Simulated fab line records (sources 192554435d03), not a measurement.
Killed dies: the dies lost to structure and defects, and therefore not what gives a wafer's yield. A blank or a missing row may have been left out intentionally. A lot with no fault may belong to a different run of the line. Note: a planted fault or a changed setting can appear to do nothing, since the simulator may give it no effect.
fab line records	flow n5Finfet
record lots=12	wafers=34	lastDay=17
route steps=1938 shown STI_FIN_REVEAL@207 DUMMY_GATE@243 SD_EPI_N@278 SD_EPI_P@303 PASSIVATION@1936
lots that met no fault: from a run of the same line without faults
startH: hours from the record's opening day to when the first of the lot's shown wafers began	waitH: hours since the lot's step before	" the same as in the row above	L1.1+2: several wafers, shown together as one row	- value missing, or start not given	* or withheld: withheld	< > ~ a bound
route shown NAME@n: a module of which the file shows steps, and the number in the route of the first	usual: mean/standard deviation of fault-free wafers	same: alike in all rows	chamber/n: place in a boat	sites: readings site by site	_std_site: their standard deviation	_edge_site: the outer-site mean with the inner-site mean subtracted	radiusMm: how far each site lies from the wafer's centre	mask NAME#n: copy n	behind: tool/chamber where the wafer was last shaped	hold: why the lot was held/for how many hours/how that ended	device: the transistor (n, p or np) that didn't switch	end of line: at the end of the route, the tests of the same wafers	step lacking rows: just its recipe	killed: at the first sort, the dies lost to defects and structure; wafer yield is something else	map: shows each die of a wafer: x if killed, . if not, _ if none is there
set.NAME: the setting that was run; set.NAME@STEP: the one run at that earlier step	model.NAME: the simulator's own value behind a step, which no gauge read
a sample of lots followed through the steps of the route, with each step as a table and each wafer as a row
services: the hour from which a tool's chamber was out of use, counted from the record's first day as startH (under 0 if before that day), plus the number of hours and why
## steps
# step N5_STI_FIN_REVEAL_CD_MEAS_22
# recipe targetCdNm=6.238	pitchNm=28	polarity=line
# usual cdNm=6.2/0.3
lot.wafer	tool	chamber	startH	waitH	cdNm
L146.2	cdSem-02	-	39.11	0.0	5.8
L146.4	"	-	"	"	5.8
L146.5	"	-	"	"	6.5
L149.2	cdSem-02	-	55.71	0.0	6.3
L149.3	"	-	"	"	6.2
L149.4	"	-	"	"	5.9
L150.1	cdSem-03	-	61.92	0.0	6.6
L150.2	"	-	"	"	6.0
L150.6	"	-	"	"	6.0
L151.3	cdSem-01	-	67.32	0.0	6.8
L151.4	"	-	"	"	6.7
L151.6	"	-	"	"	6.1
L153.2	cdSem-02	-	79.38	0.0	6.0
L153.3	"	-	"	"	6.1
L153.5	"	-	"	"	5.9
L154.2	cdSem-01	-	89.04	0.0	6.1
L154.5	"	-	"	"	5.8
L154.6	"	-	"	"	6.0
L155.1	cdSem-02	-	91.09	0.0	6.7
L155.2	"	-	"	"	6.1
L156.1	cdSem-01	-	101.31	0.0	5.7
L156.3	"	-	"	"	6.5
L156.6	"	-	"	"	6.5
L157.1	cdSem-02	-	107.65	0.0	6.1
L157.2	"	-	"	"	6.6
L157.6	"	-	"	"	6.1
L158.4	cdSem-02	-	111.05	0.0	6.3
L158.5	"	-	"	"	6.3
L158.6	"	-	"	"	6.2
L163.1	cdSem-02	-	138.98	0.0	6.5
L163.3	"	-	"	"	6.1
L163.4	"	-	"	"	6.2
L167.1	cdSem-02	-	164.65	0.0	5.8
L167.4	"	-	"	"	6.4
# step N5_DUMMY_GATE_ETCH_31
# recipe chemistry=C4F6/O2	target=SiO2	maskMaterial=SOC	targetDepthA=825	timeS=27.5	ionEnergyEv=250	pressureMtorr=30	sourceW=345	biasW=185	Ar_flow_sccm=300	C4F6_flow_sccm=10	O2_flow_sccm=10
# usual drypumpMotorCurrentA=5.6/0.46	mfcArSccm=300.0/0.86	oesProductAu=0.76/0.092	rfVppV=669/18	showerheadPlenumPTorr=2.86/0.099	throttleValvePct=21.2/0.3
# same timeS=27.5
lot.wafer	tool	chamber	startH	waitH	drypumpMotorCurrentA	mfcArSccm	oesProductAu	rfHoursCounterH	rfVppV	showerheadPlenumPTorr	throttleValvePct
L146.2	rieDiel-04	3	48.69	0.0	5.0	299.1	0.66	242	681	2.96	21.3
L146.4	"	2	"	"	4.9	301.1	0.87	46	633	2.90	21.1
L146.5	"	2	"	"	4.9	300.4	0.87	-	633	2.90	21.1
L150.1	rieDiel-04	1	71.11	0.0	6.2	300.3	0.71	194	681	2.76	21.5
L150.2	"	0	"	"	5.3	300.3	0.67	230	691	2.69	20.8
L150.6	"	1	"	"	6.2	299.8	0.71	-	681	2.76	21.5
L149.2	rieDiel-02	0	71.89	0.0	6.0	300.0	0.75	156	680	2.84	21.3
L149.3	"	2	"	"	5.7	299.9	0.72	210	653	2.83	21.6
L149.4	"	1	"	"	5.9	300.7	0.74	-	659	2.97	21.4
L151.3	rieDiel-04	1	80.05	0.1	6.2	299.6	0.71	-	681	2.76	21.6
L151.4	"	0	"	"	5.3	301.8	0.68	-	690	2.69	20.8
L151.6	"	0	"	"	5.3	299.8	0.67	-	689	2.69	20.8
L153.2	rieDiel-02	3	90.50	0.0	5.4	300.1	0.96	6	674	3.01	20.9
L153.3	"	0	"	"	6.1	301.5	0.75	164	682	2.84	21.3
L153.5	"	2	"	"	5.7	299.7	0.71	-	652	2.83	21.6
L154.2	rieDiel-02	3	103.01	0.4	5.4	299.3	0.94	10	675	3.01	20.9
L154.5	"	2	"	"	5.7	299.6	0.70	-	653	2.83	21.6
L154.6	"	3	"	"	5.4	299.6	0.94	-	674	3.01	20.9
L155.1	rieDiel-05	2	106.19	0.0	5.8	300.9	0.68	249	649	2.78	21.1
L155.2	"	3	"	"	5.3	299.7	0.71	212	657	2.78	21.3
L156.1	rieDiel-04	0	118.03	0.4	5.3	301.3	0.66	248	692	2.68	20.8
L156.3	"	3	"	"	5.0	300.3	0.95	8	681	2.95	20.9
L156.6	"	2	"	"	4.9	300.9	0.84	-	633	2.89	21.1
L157.1	rieDiel-02	1	121.89	0.0	5.9	299.6	0.72	164	658	2.96	21.4
L157.2	"	2	"	"	5.6	300.5	0.70	228	652	2.83	21.6
L157.6	"	3	"	"	5.4	299.6	0.93	-	675	3.01	20.9
L158.4	rieDiel-05	0	125.55	0.1	6.4	299.7	0.73	-	692	2.98	21.6
L158.5	"	1	"	"	5.5	300.3	0.71	-	661	2.79	21.0
L158.6	"	3	"	"	5.3	298.6	0.71	-	658	2.78	21.3
L163.1	rieDiel-05	1	153.92	0.1	5.6	300.8	0.70	205	660	2.79	21.0
L163.3	"	2	"	"	5.8	300.9	0.96	10	647	2.77	20.7
L163.4	"	3	"	"	5.3	299.8	0.70	230	656	2.77	21.3
L167.1	rieDiel-02	3	173.82	0.0	5.4	301.9	0.89	30	674	3.00	20.9
L167.4	"	1	"	"	5.9	300.4	0.71	178	659	2.95	21.4
# step N5_SD_EPI_N_ETCH_45
# recipe chemistry=CH3F/O2	target=SiOCN	targetDepthA=60	maskMaterial=SOC	ionEnergyEv=60	biasW=29	pressureMtorr=15	sourceW=410	Ar_flow_sccm=150	CH3F_flow_sccm=30	O2_flow_sccm=20
# usual drypumpMotorCurrentA=5.9/0.45	mfcArSccm=149.9/0.46	oesProductAu=0.78/0.07	rfVppV=127.6/1	showerheadPlenumPTorr=2.02/0.056	throttleValvePct=23.38/0.25
lot.wafer	tool	chamber	startH	waitH	drypumpMotorCurrentA	mfcArSccm	oesProductAu	rfHoursCounterH	rfVppV	showerheadPlenumPTorr	throttleValvePct
L146.2	rieDiel-01	2	51.19	0.1	6.2	150.1	0.68	244	127.1	2.05	23.90
L146.4	"	1	"	"	5.9	150.0	0.75	124	126.7	1.93	23.27
L146.5	"	1	"	"	6.0	148.9	0.75	-	126.9	1.93	23.26
L150.1	rieDiel-06	0	73.44	0.1	5.7	149.4	0.82	89	129.0	2.11	23.30
L150.2	"	3	"	"	5.3	149.5	0.92	3	128.7	2.07	23.45
L150.6	"	3	"	"	5.3	149.5	0.92	-	127.8	2.07	23.43
L149.2	rieDiel-06	0	74.29	0.1	5.7	149.6	0.82	89	127.3	2.11	23.31
L149.3	"	1	"	"	6.5	150.3	0.72	202	127.2	2.06	23.57
L149.4	"	3	"	"	5.3	150.1	0.93	3	128.1	2.07	23.45
L151.3	rieDiel-03	0	83.02	0.1	6.1	149.9	0.75	136	128.1	2.02	23.77
L151.4	"	2	"	"	5.4	150.2	0.74	141	127.4	1.98	23.02
L151.6	"	3	"	"	6.3	149.6	0.90	-	126.7	1.94	22.81
L153.2	rieDiel-06	2	95.52	0.1	5.4	150.0	0.75	165	127.6	1.98	23.04
L153.3	"	0	"	"	5.8	150.0	0.82	95	126.3	2.11	23.32
L153.5	"	3	"	"	5.3	150.8	0.91	-	127.5	2.06	23.46
L154.2	rieDiel-06	2	106.00	0.1	5.4	150.3	0.74	169	127.5	1.98	23.04
L154.5	"	3	"	"	5.3	150.1	0.90	-	128.9	2.06	23.46
L154.6	"	2	"	"	5.4	150.2	0.74	-	127.9	1.98	23.06
L155.1	rieDiel-01	1	108.52	0.1	5.9	149.4	0.71	146	126.9	1.93	23.28
L155.2	"	2	"	"	6.2	150.2	0.97	8	127.3	2.04	23.40
L156.1	rieDiel-03	3	120.31	0.1	6.3	149.4	0.87	58	126.3	1.94	22.83
L156.3	"	0	"	"	6.1	149.8	0.73	155	128.9	2.02	23.80
L156.6	"	2	"	"	5.4	149.6	0.73	-	126.4	1.98	23.05
L157.1	rieDiel-06	3	124.30	0.1	5.3	149.8	0.88	19	127.9	2.06	23.45
L157.2	"	1	"	"	6.5	149.7	0.71	219	129.6	2.06	23.60
L157.6	"	2	"	"	5.4	149.4	0.74	-	126.9	1.98	23.06
L158.4	rieDiel-06	3	127.76	0.1	5.3	150.6	0.88	20	128.2	2.06	23.46
L158.5	"	1	"	"	6.5	151.1	0.71	-	126.9	2.06	23.60
L158.6	"	2	"	"	5.4	150.3	0.74	-	126.6	1.98	23.05
L163.1	rieDiel-01	1	156.27	0.1	6.0	150.4	0.55	163	128.3	1.92	23.31
L163.3	"	0	"	"	6.5	149.8	0.77	134	127.2	2.07	23.39
L163.4	"	3	"	"	6.1	150.2	0.55	217	126.3	1.97	23.75
L167.1	rieDiel-01	0	176.23	0.1	6.5	150.8	0.58	141	127.7	2.07	23.39
L167.4	"	1	"	"	6.0	150.8	0.55	169	127.3	1.92	23.31
# step N5_SD_EPI_P_CD_MEAS_09
# recipe targetCdNm=240	landingEnergyEv=500	detector=seInlens
# usual cdNm=240.2/0.94
lot.wafer	tool	chamber	startH	waitH	cdNm
L146.2	cdSem-01	0	55.34	-	240.4
L146.4	"	0	"	"	239.6
L146.5	"	0	"	"	239.3
L150.1	cdSem-01	0	78.01	-	239.9
L150.2	"	0	"	"	239.8
L150.6	"	0	"	"	240.4
L149.2	cdSem-03	0	79.87	-	241.5
L149.3	"	0	"	"	240.3
L149.4	"	0	"	"	241.9
L151.3	cdSem-02	0	87.51	-	239.2
L151.4	"	0	"	"	240.9
L151.6	"	0	"	"	240.0
L153.2	cdSem-03	0	100.13	-	241.3
L153.3	"	0	"	"	241.1
L153.5	"	0	"	"	240.7
L154.2	cdSem-03	0	109.86	-	240.8
L154.5	"	0	"	"	241.2
L154.6	"	0	"	"	238.8
L155.1	cdSem-01	0	112.97	-	239.8
L155.2	"	0	"	"	240.4
L156.1	cdSem-01	0	124.80	-	240.5
L156.3	"	0	"	"	240.4
L156.6	"	0	"	"	239.7
L157.1	cdSem-01	0	129.86	-	241.0
L157.2	"	0	"	"	239.2
L157.6	"	0	"	"	239.1
L158.4	cdSem-01	0	131.60	-	240.5
L158.5	"	0	"	"	240.7
L158.6	"	0	"	"	240.7
L163.1	cdSem-02	0	161.95	-	238.2
L163.3	"	0	"	"	239.7
L163.4	"	0	"	"	240.2
L167.1	cdSem-01	0	180.45	-	239.4
L167.4	"	0	"	"	238.7
# step N5_PASSIVATION_PROBE_49
# usual killed_at_M0_to_M3=33/11	killed_at_M4_up=13/5.2	killedAtContacts=11/5.7	killedAtFrontEnd=39/11	killedAtOther=4/3	killedDies=101/20	killedOpen=66/15	killedShort=33/8.4
# same grossDies=1180	killedAtBackSide=0
lot.wafer	tool	chamber	startH	waitH	killed_at_M0_to_M3	killed_at_M4_up	killedAtContacts	killedAtFrontEnd	killedAtOther	killedDies	killedOpen	killedShort
L163.3	prober-02	-	382.12	0.1	27	14	9	43	7	100	56	44
# killed by level:class
L163.3 FIN_SAQP:geometricParticle:open=12 FIN_SAQP:geometricParticle:short=11 GATE_CUT:geometricParticle:short=9 MOL_CONTACT_COAG:geometricParticle:open=8 BEOL_M2:geometricParticle:open=7 BEOL_M0_SAQP:geometricParticle:short=7 PAD_METAL:geometricParticle:short=6 BEOL_M3:geometricParticle:open=5
## services
tool	chamber	startH	hours	kind
rieDiel-01	0	24.77	4.8	repair
rieDiel-06	0	27.07	16.7	repair
rieDiel-06	3	46.41	-	clean
rieDiel-06	3	46.41	-	consumableReplace:focusRing
rieDiel-06	3	46.41	16.0	scheduledDown
rieDiel-06	3	46.41	16.0	ventCycle
rieDiel-03	3	52.75	23.1	repair
rieDiel-02	3	54.77	-	clean
rieDiel-02	3	54.77	-	consumableReplace:focusRing
rieDiel-02	3	54.77	-	consumableReplace:showerhead
rieDiel-02	3	54.77	21.4	scheduledDown
rieDiel-02	3	54.77	21.4	ventCycle
rieDiel-04	0	61.47	8.6	repair
rieDiel-05	1	68.25	16.4	repair
rieDiel-05	-	69.73	15.6	pm
rieDiel-04	3	75.44	-	clean
rieDiel-04	3	75.44	-	consumableReplace:focusRing
rieDiel-04	3	75.44	12.3	scheduledDown
rieDiel-04	2	79.75	5.4	repair
rieDiel-03	1	92.41	36.0	repair
rieDiel-02	0	137.14	1.7	repair
rieDiel-05	0	139.20	12.1	repair
rieDiel-02	2	167.26	2.7	repair
rieDiel-04	3	171.42	1.6	repair
## key
firstSign step=N5_SD_EPI_N_ETCH_45	reading=oesProductAu	direction=down	sigmas=3.2	usual=0.78	struck=0.56
effect none on later readings
metAt N5_SD_EPI_N_ETCH_45
struckLots L163,L167
struckWafers L163.1,L163.4,L167.1,L167.4
testerLeftOut L163,L167
notActingAt N5_STI_FIN_REVEAL_CD_MEAS_22,N5_DUMMY_GATE_ETCH_31,N5_SD_EPI_P_CD_MEAS_09
onsetBetween 108.52 156.27
fault kind=processParameterDrift	tool=rieDiel-01	chamber=-	onsetH=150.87	steps=N5_SD_EPI_N_ETCH_45	channel=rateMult	offset=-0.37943	shape=step	endH=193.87	scope=struckWafersOnly
# testerLeftOut: of these lots the tester's yield and bins aren't shown, on N5 and GAA mostly nor the transistor test; their killed dies are dies lost to structure and defects alone, not to doping, threshold or leakage, so they don't give the yield
